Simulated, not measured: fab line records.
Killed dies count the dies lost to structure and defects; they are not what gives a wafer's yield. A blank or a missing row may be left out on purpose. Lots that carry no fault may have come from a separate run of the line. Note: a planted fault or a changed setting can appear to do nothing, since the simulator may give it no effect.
Problem report in the 8D (eight disciplines) form, filled by code -- flow nand harc -- the parts of the form that need people (team, actions taken, sign-off) are left out

## 1. PROBLEM STATEMENT
NHARC_THIN_TSV_ETCH_36, run length s: mean 34.7 s on 2 wafers (1 lot); fault-free wafers 40.0 s, standard deviation 0.4. Relative to the usual mean, that is a shift of -13 standard deviations.
The step: etches the open film in Cl2/BCl3, target depth 65 nm, time 18.571 s.
The first sign was on wafer L588.1 at day 32 10:32, on rie metal-03. At this step, 39 wafers from 13 lots have a number in the record. Rule for "out" (also "out of limits"): further than 4 standard deviations from the usual mean. All remaining wafers that have a number are taken as sound.

## 2. WHAT IT IS, AND WHAT IT ISN'T
question,is,is not
which readings at this step,run length s,"drypump motor current A, oes product au"
which lots,L588,"L568, L569, L571, L573, L574, L575, L577, L578, L579, L581, L582, L591"
which wafers of those lots,"L588.1, L588.3",L588.4
read on which tools,rie metal-03,"rie metal-01, rie metal-02"
when,from day 32 10:32,up to then (34 sound wafers); but 3 sound wafers of L591 came after

## 3. THE SUSPECTS, EACH WITH WHAT RULES IT OUT
Counting: any tool at a process step up to the reading remains a suspect provided it ran every lot that is out. Sound lots after the first of them don't rule it out here, since some wafers of a struck lot are sound.
- pecvd-02 at NHARC_THIN_TSV_DEP_47 (deposits SiO2, target thk 200 nm): kept. It ran the lot that is out, L588 (day 32 05:59); its last sound lot up to then is L582 (day 29 17:51).
- pvd sputter-03 at NHARC_THIN_TSV_PVD_19 (deposits TaN, target thk 20 nm): kept. It ran the lot that is out, L588 (day 32 08:23); its last sound lot up to then is L581 (day 30 05:56). Because NHARC_THIN_TSV_PVD_19 lacks a start for some lots, the hours and order of its lots are taken from NHARC_THIN_TSV_CMP_21.
- cmp-01 at NHARC_THIN_TSV_CMP_21 (polishes, t overpolish 30 s, target thk 2000 nm): kept. It ran the lot that is out, L588 (day 32 08:23); its last sound lot up to then is L578 (day 28 04:59).
- rie metal-03 at NHARC_THIN_TSV_ETCH_36 (etches the open film in Cl2/BCl3, target depth 65 nm, time 18.571 s): kept. It ran the lot that is out, L588 (day 32 10:32); its last sound lot up to then is L575 (day 28 03:53). On those wafers its own readings are out: run length s.
- Within pecvd-02 at NHARC_THIN_TSV_DEP_47: the wafers that are out ran in chambers 0, 2; their sound lot-mates ran in chamber 1.
- Within cmp-01 at NHARC_THIN_TSV_CMP_21: the wafers that are out ran in chambers 0, 2; their sound lot-mates ran in chamber 1.
- At NHARC_THIN_TSV_ETCH_36 on rie metal-03, chamber 0 took the sound wafers of the same lots and chamber 1 took the wafers that are out.
Left after counting: pecvd-02 at NHARC_THIN_TSV_DEP_47, pvd sputter-03 at NHARC_THIN_TSV_PVD_19, cmp-01 at NHARC_THIN_TSV_CMP_21, rie metal-03 at NHARC_THIN_TSV_ETCH_36.

## 4. THE CAUSE (what the simulator had put in)
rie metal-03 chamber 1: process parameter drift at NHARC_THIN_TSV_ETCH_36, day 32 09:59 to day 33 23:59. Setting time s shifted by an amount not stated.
After counting, 4 suspects remain, this tool included.

## 5. SEQUENCE OF EFFECTS, ordered by route
Each row: a reading whose mean over the struck wafers that have a number lies more than 3 standard deviations from the usual. Scope: only readings with a usual standard deviation given in the record; hours: median across lots of the time from each lot's start at the first step in this table that gives one to its start at this step; sigmas: change in usual standard deviations.
hours,step,reading,usual,on struck wafers,change,sigmas
0,NHARC_THIN_TSV_ETCH_36,run length s,40.0 s,34.7,-5.3,-13
Process steps it contains:
- NHARC_THIN_TSV_ETCH_36: etches the open film in Cl2/BCl3, target depth 65 nm, time 18.571 s.
Later steps that measure or inspect, where all struck wafers having a row at the step show a number for every such reading and not one has moved that far: NHARC_END_SORT_01.

## 6. WHAT WOULD HAVE CAUGHT IT SOONER
In this record the first reading out of limits was taken at day 32 10:32, 1 hour after the fault began at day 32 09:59.
